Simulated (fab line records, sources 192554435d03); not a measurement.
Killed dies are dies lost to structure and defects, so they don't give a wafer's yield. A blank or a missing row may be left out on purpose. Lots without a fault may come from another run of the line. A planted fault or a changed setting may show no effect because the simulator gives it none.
A struck lot beside a sound one | flow n5_finfet | 27 steps out of a route of 1938
Sound: wafers L108.1, L108.3, L108.5. Struck: wafer L123.5. (L123.3, L123.6 of the same lot were not struck and are left out.) The cause comes at the end.
At each step with rows: each side's tool, then ch and its chambers, then its first start. Under that, the readings that differ: sound wafers | struck wafers | difference of the means | sigmas: that difference in standard deviations of wafers without a fault.
alike: readings whose means differ by less than 2 such deviations, and words and numbers that are the same on both sides. not compared: withheld readings, readings that some wafer has no value for, bounds like >300 that may hide the same value, and numbers for which the record gives no deviation and whose values overlap.
The two part at a step that has a row with sigmas, a row that says differs or no value, or rows on one side only. Numbers that don't overlap but have no deviation are shown without sigmas and don't part them. A reading that every wafer of one side lacks parts them only if that side has two wafers or more.

first, 9 steps without rows for these wafers: N5_BEOL_M13_COAT_58 (time 60 s, resist thk 89 nm); N5_BEOL_M13_COAT_04 (resist thk 400 nm); N5_BEOL_M13_EBR_06; N5_BEOL_M13_SOFTBAKE_05 (time 60 s); N5_BEOL_M13_EXPOSE_07 (exposes mask V12); N5_BEOL_M13_PEB_08 (peb time 90 s); N5_BEOL_M13_DEVELOP_09 (develop time 45 s); N5_BEOL_M13_HARDBAKE_14 (time 120 s); N5_BEOL_M13_DESCUM_15 (chemistry O2, time 7.9 s).
N5_BEOL_M13_ETCH_59: etches BARC in N2/H2, target depth 89 nm, overetch 26.7 nm, time 67.9 s.
  sound on rie_diel-01 ch 0,1,2, day 12 00:46; struck on rie_diel-01 ch 0, day 16 01:26
  reading    | sound             | struck | difference | sigmas
  bias_w (W) | 149.6 150.2 150.1 | 151.0  | +1.0       | +2
  alike: drypump_motor_current_A, n2_flow_sccm, oes_product_au, rf_vpp_V, showerhead_plenum_p_Torr, throttle_valve_pct
  not compared: rf_hours_counter_h
then, 14 steps without rows for these wafers: N5_BEOL_M13_VIA_ETCH_16 (etches SiOC in C4F8/O2/Ar, target depth 921.7 nm); N5_BEOL_M13_STRIP_63 (strips in N2/H2); N5_BEOL_M13_STRIP_64 (strips in N2/H2); N5_BEOL_M13_STRIP_71 (strips in post etch residue remover, time 60 s); N5_BEOL_M13_SRD_72 (time 30 s, dry time 30 s); N5_BEOL_M13_COAT_65 (time 60 s, resist thk 350 nm); N5_BEOL_M13_COAT_66 (time 60 s, resist thk 110 nm); N5_BEOL_M13_COAT_22 (resist thk 300 nm); N5_BEOL_M13_EBR_24; N5_BEOL_M13_SOFTBAKE_23 (time 60 s); N5_BEOL_M13_EXPOSE_25 (exposes mask M13, target cd 210 nm); N5_BEOL_M13_PEB_26 (peb time 90 s); N5_BEOL_M13_DEVELOP_27 (develop time 45 s); N5_BEOL_M13_HARDBAKE_32 (time 120 s).
N5_BEOL_M13_INSPECT_30: inspects for defects (macro).
  sound on defect_inspect-02, day 12 01:46; struck on defect_inspect-02, day 16 02:19
  reading          | sound | struck | difference | sigmas
  raw_defect_count | 5 2 0 | >300   | differs    |
then, 1 step without rows for these wafers: N5_BEOL_M13_DESCUM_33 (chemistry O2, time 7.9 s).
N5_PASSIVATION_PROBE_49:
  sound on prober-01, day 13 09:14; struck on prober-02, day 17 08:07
  reading         | sound    | struck | difference | sigmas
  killed_at_M4_up | 14 13 18 | 49     | +34        | +7
  killed_on_rim   | 9 12 12  | 22     | +11        | +3
  alike: defect_limited_yield, killed_at_M0_to_M3, killed_at_contacts, killed_at_front_end, killed_at_other, killed_dies, killed_open, killed_short, sort_bin_4_leakage, sort_bin_5_function, sort_bin_6_memory, sort_bin_8_speed, sort_n_pass, sort_yield_pct

WHERE THEY PART
First at N5_BEOL_M13_ETCH_59; last, within this record, at N5_PASSIVATION_PROBE_49.

WHY: what the simulator had put in
Chamber particle source: rie_diel-01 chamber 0, from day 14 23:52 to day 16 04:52, at N5_BEOL_M13_ETCH_59. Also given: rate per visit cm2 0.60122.
